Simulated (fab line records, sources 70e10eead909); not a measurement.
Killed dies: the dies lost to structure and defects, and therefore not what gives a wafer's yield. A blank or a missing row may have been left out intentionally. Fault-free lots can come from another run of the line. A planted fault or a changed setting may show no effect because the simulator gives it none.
The tool behind it: which one? | flow nand_harc | 36 wafers from 12 lots sampled at 6 of the route's 1159 steps

== WHAT THE GAUGES SHOWED, per wafer ==
NHARC_END_SORT_01. Usual: killed_at_array 27, standard deviation 10; killed_at_other 0.6, standard deviation 1; killed_at_periphery 3.4, standard deviation 2.7; killed_dies 31, standard deviation 9.7; killed_open 3.4, standard deviation 1.7; killed_short 2.2, standard deviation 1.5.
lot  | measured     | on        | killed_at_array | killed_at_other | killed_at_periphery | killed_dies | killed_open | killed_short | flag
L945 | day 25 00:50 | prober-02 | 93 86 75        | 0 0 0           | 7 3 9               | 100 89 84   | 2 5 2       | 6 3 1        | OFF
L944 | day 25 00:04 | prober-01 | 95 131 104      | 0 0 0           | 0 0 0               | 95 131 104  | 2 1 6       | 3 1 0        | OFF

== WHAT TOOL EACH LOT RAN ON (gives the tool, then ch and the chambers of the sampled wafers, and finally the start) ==
lot  | NHARC_A_CONTACT_ETCH_88            | NHARC_A_CONTACT_ETCH_136             | NHARC_A_CONTACT_ETCH_138             | NHARC_A_CONTACT_ETCH_110           | NHARC_A_BLC_DEHYDRATE_00
L926 | rie_diel-05 ch 0,2,3, day 16 16:07 | har_cap_etch-02 ch 0,1, day 16 17:21 | har_cap_etch-02 ch 0,1, day 16 17:35 | rie_diel-11 ch 1,2,3, day 16 18:38 | litho_track-01 ch 0, day 16 20:50
L929 | rie_diel-05 ch 1,2, day 17 09:05   | har_cap_etch-03 ch 0,1, day 17 10:19 | har_cap_etch-03 ch 0,1, day 17 10:33 | rie_diel-05 ch 0,3, day 17 11:36   | litho_track-01 ch 0, day 17 18:42
L930 | rie_diel-05 ch 0,1, day 17 12:31   | har_cap_etch-01 ch 0,1, day 17 13:46 | har_cap_etch-01 ch 0,1, day 17 14:01 | rie_diel-11 ch 0,1,3, day 17 15:02 | litho_track-04 ch 0, day 17 19:53
L931 | rie_diel-11 ch 0,1,3, day 18 00:10 | har_cap_etch-02 ch 0,1, day 18 01:31 | har_cap_etch-02 ch 0,1, day 18 01:50 | rie_diel-05 ch 0,1,3, day 18 02:59 | litho_track-01 ch 0, day 18 05:13
L932 | rie_diel-05 ch 0,1,2, day 18 04:10 | har_cap_etch-03 ch 0,1, day 18 05:26 | har_cap_etch-03 ch 0,1, day 18 05:40 | rie_diel-05 ch 0,2,3, day 18 06:41 | litho_track-06 ch 0, day 18 08:55
L935 | rie_diel-11 ch 0,2,3, day 19 11:40 | har_cap_etch-01 ch 0,1, day 19 12:54 | har_cap_etch-01 ch 0,1, day 19 13:09 | rie_diel-05 ch 1,2,3, day 19 14:15 | litho_track-04 ch 0, day 19 17:46
L936 | rie_diel-05 ch 1,2,3, day 19 23:14 | har_cap_etch-03 ch 0, day 20 00:32   | har_cap_etch-03 ch 0, day 20 00:47   | rie_diel-05 ch 1,2,3, day 20 01:49 | litho_track-06 ch 0, day 20 04:48
L940 | rie_diel-05 ch 1,3, day 20 03:55   | har_cap_etch-01 ch 0,1, day 20 05:15 | har_cap_etch-01 ch 0,1, day 20 05:30 | rie_diel-05 ch 0,1, day 20 06:31   | litho_track-04 ch 0, day 20 13:28
L945 | rie_diel-05 ch 1,2,3, day 21 14:22 | har_cap_etch-03 ch 0,1, day 21 15:40 | har_cap_etch-03 ch 0,1, day 21 15:54 | rie_diel-11 ch 0,3, day 21 17:06   | litho_track-06 ch 0, day 22 01:47
L944 | rie_diel-05 ch 0,1, day 21 19:01   | har_cap_etch-02 ch 0,1, day 21 20:26 | har_cap_etch-02 ch 0,1, day 21 20:41 | rie_diel-05 ch 0,2, day 21 22:32   | litho_track-04 ch 0, day 22 04:28
L948 | rie_diel-11 ch 0,2,3, day 22 09:56 | har_cap_etch-01 ch 0,1, day 22 11:15 | har_cap_etch-01 ch 0,1, day 22 11:29 | rie_diel-05 ch 0,1,3, day 22 12:33 | litho_track-04 ch 0, day 22 20:33
L949 | rie_diel-08 ch 1,2,3, day 22 14:40 | har_cap_etch-03 ch 0,1, day 22 15:53 | har_cap_etch-03 ch 0,1, day 22 16:08 | rie_diel-08 ch 0,1,3, day 22 17:13 | litho_track-04 ch 0, day 22 21:18
- NHARC_A_CONTACT_ETCH_88: etches the open film in CF4, target depth 39 nm, time 65 s.
- NHARC_A_CONTACT_ETCH_136: etches the open film in C4F8/O2/Ar, time 132 s, target depth 1287 nm.
- NHARC_A_CONTACT_ETCH_138: etches the open film in C4F8/O2/Ar, time 132 s, target depth 1289 nm.
- NHARC_A_CONTACT_ETCH_110: etches the open film in CF4/O2, target depth 50 nm, overetch 5 nm, time 27.5 s.
- NHARC_A_BLC_DEHYDRATE_00: time 120 s.

== WHAT THE TOOLS THEMSELVES READ (means of the sampled wafers that have a number; where no wafer has one, the mark that the record gives instead) ==
NHARC_A_CONTACT_ETCH_88. Usual: cf4_flow_sccm 149.9 sccm, standard deviation 0.42; drypump_motor_current_A 6.0 A, standard deviation 0.38; oes_product_au 1.004 a.u., standard deviation 0.0075; rf_vpp_V 151.6 V, standard deviation 1.2; showerhead_plenum_p_Torr 1.79 Torr, standard deviation 0.07; throttle_valve_pct 13.283 %, standard deviation 0.009.
lot  | tool        | cf4_flow_sccm (sccm) | drypump_motor_current_A (A) | oes_product_au (a.u.) | rf_vpp_V (V) | showerhead_plenum_p_Torr (Torr) | throttle_valve_pct (%) | flag
L926 | rie_diel-05 | 150.1                | 6.2                         | 1.004                 | 152.4        | 1.84                            | 13.281                 |
L929 | rie_diel-05 | 149.9                | 5.9                         | 1.000                 | 151.9        | 1.83                            | 13.272                 |
L930 | rie_diel-05 | 150.2                | 6.0                         | 1.012                 | 153.5        | 1.85                            | 13.285                 |
L931 | rie_diel-11 | 150.1                | 6.2                         | 0.994                 | 151.3        | 1.76                            | 13.282                 |
L932 | rie_diel-05 | 149.9                | 5.9                         | 1.001                 | 152.1        | 1.84                            | 13.282                 |
L935 | rie_diel-11 | 149.7                | 6.1                         | 1.006                 | 150.4        | 1.73                            | 13.282                 |
L936 | rie_diel-05 | 150.2                | 5.8                         | 1.005                 | 152.4        | 1.84                            | 13.290                 |
L940 | rie_diel-05 | 150.2                | 5.5                         | 1.010                 | 152.5        | 1.85                            | 13.292                 |
L945 | rie_diel-05 | 149.6                | 5.8                         | 1.003                 | 151.8        | 1.84                            | 13.291                 |
L944 | rie_diel-05 | 150.1                | 5.6                         | 1.003                 | 152.3        | 1.84                            | 13.281                 |
L948 | rie_diel-11 | 150.4                | 6.1                         | 1.017                 | 150.8        | 1.72                            | 13.291                 |
L949 | rie_diel-08 | 149.6                | 5.5                         | 1.001                 | 152.0        | 1.82                            | 13.291                 |

NHARC_A_CONTACT_ETCH_110. Usual: cf4_flow_sccm 80.01 sccm, standard deviation 0.24; drypump_motor_current_A 6.0 A, standard deviation 0.38; oes_product_au 1.004 a.u., standard deviation 0.007; rf_vpp_V 198.3 V, standard deviation 1.3; showerhead_plenum_p_Torr 1.36 Torr, standard deviation 0.05; throttle_valve_pct 13.396 %, standard deviation 0.0087.
lot  | tool        | cf4_flow_sccm (sccm) | drypump_motor_current_A (A) | oes_product_au (a.u.) | rf_vpp_V (V) | showerhead_plenum_p_Torr (Torr) | throttle_valve_pct (%) | flag
L926 | rie_diel-11 | 79.93                | 6.1                         | 1.015                 | 196.7        | 1.31                            | 13.398                 |
L929 | rie_diel-05 | 79.97                | 6.0                         | 0.998                 | 199.3        | 1.40                            | 13.399                 |
L930 | rie_diel-11 | 79.79                | 6.2                         | 1.003                 | 197.3        | 1.33                            | 13.403                 |
L931 | rie_diel-05 | 79.94                | 5.8                         | 1.002                 | 199.4        | 1.40                            | 13.396                 |
L932 | rie_diel-05 | 79.71                | 6.1                         | 1.001                 | 198.3        | 1.39                            | 13.393                 |
L935 | rie_diel-05 | 80.02                | 5.8                         | 1.005                 | 198.0        | 1.39                            | 13.398                 |
L936 | rie_diel-05 | 80.24                | 5.8                         | 1.001                 | 199.4        | 1.39                            | 13.396                 |
L940 | rie_diel-05 | 80.19                | 6.0                         | 1.007                 | 199.4        | 1.39                            | 13.388                 |
L945 | rie_diel-11 | 79.94                | 6.3                         | 1.005                 | 196.3        | 1.28                            | 13.393                 |
L944 | rie_diel-05 | 80.11                | 6.3                         | 1.002                 | 199.2        | 1.38                            | 13.391                 |
L948 | rie_diel-05 | 80.03                | 5.8                         | 1.011                 | 199.0        | 1.39                            | 13.389                 |
L949 | rie_diel-08 | 80.02                | 5.8                         | 1.002                 | 199.4        | 1.36                            | 13.400                 |

== THE ANSWER, worked out from the rows above alone ==
Rule: a lot is off if the mean of its wafers that have a number lies more than 3 standard deviations from the usual mean. Also off: a lot with no number at a reading for which 4 or more lots have one. Any other lot the step has rows for is counted as sound. After the gauges, taken in route order, come the tools' own readings; for these a lot's mean is taken, as printed above. The first step at which some lot is off is used, and at that step the reading that is off furthest; a lot without a number counts as furthest.
Off: L945, L944, at NHARC_END_SORT_01 (killed_at_array). Neither off nor sound, because the step has no rows for them: L926, L929, L930, L931, L932, L935, L936, L940, L948, L949.
A tool fits if, at a process step before that reading, it ran every lot that is off, and no sound lot after the first of them. Gauges at NHARC_END_SORT_01: tried the same way as those tools. One fits: rie_diel-05 at NHARC_A_CONTACT_ETCH_88. It ran no sound lot before its first lot that is off in this sample, so the start can't be narrowed down.

== WHAT THE SIMULATOR HAD INSERTED ==
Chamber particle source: rie_diel-05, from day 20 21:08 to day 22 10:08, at NHARC_A_CONTACT_ETCH_88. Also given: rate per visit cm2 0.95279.
Shown lots that were struck: L944, L945. This agrees with what the rule above found.
